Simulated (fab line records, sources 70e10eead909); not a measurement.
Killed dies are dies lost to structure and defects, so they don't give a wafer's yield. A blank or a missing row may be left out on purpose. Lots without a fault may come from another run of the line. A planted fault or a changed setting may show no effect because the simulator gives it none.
Chamber matching | flow nand_harc | NHARC_A_STAIRCASE_DEP_259 on pecvd-03: 3 sister chambers
The step deposits SiON, target thk 30 nm. 3 wafers are shown with their chamber, then 11 later ones without.

WAFERS WITH THEIR CHAMBER
wafer  | chamber | heater_power_w (W)
L086.6 | 0       | 818
L095.5 | 1       | 546
L095.2 | 2       | 616

WAFERS WITHOUT THEIR CHAMBER
wafer  | heater_power_w (W)
L095.3 | 744
L095.6 | 749
L096.1 | 744
L096.2 | 795
L096.3 | 654
L093.2 | 700
L093.3 | 634
L093.6 | 721
L097.2 | 685
L097.3 | 614
L097.6 | 625

WHICH CHAMBER EACH WENT THROUGH
wafer  | from the rows above          | in truth
L095.3 | can't be placed: 0 or 2      | 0
L095.6 | can't be placed: 0 or 2      | 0
L096.1 | can't be placed: 0 or 2      | 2
L096.2 | 0                            | 0
L096.3 | can't be placed: 2 or 1      | 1
L093.2 | can't be placed: 2 or 0 or 1 | 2
L093.3 | can't be placed: 2 or 1      | 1
L093.6 | can't be placed: 0 or 2 or 1 | 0
L097.2 | can't be placed: 2 or 0 or 1 | 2
L097.3 | can't be placed: 2 or 1      | 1
L097.6 | can't be placed: 2 or 1      | 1
Placed correctly: 1 of 11. Can't be placed from these rows: 10 (the true chamber is among the candidates in 10). Placed wrongly: 0.
How it was worked out, from the rows above alone: a wafer's distance from a chamber is the root of the sum, over the readings, of the square of ((its reading less the chamber's mean) divided by the reading's scatter). The wafer belongs to the nearest chamber; if the next one is less than 2 further off, it can't be placed. A chamber's mean is the mean of its shown wafers. The scatter: with one shown wafer a chamber, the root of the mean of the squares of how far each hidden wafer lies from its nearest shown one.
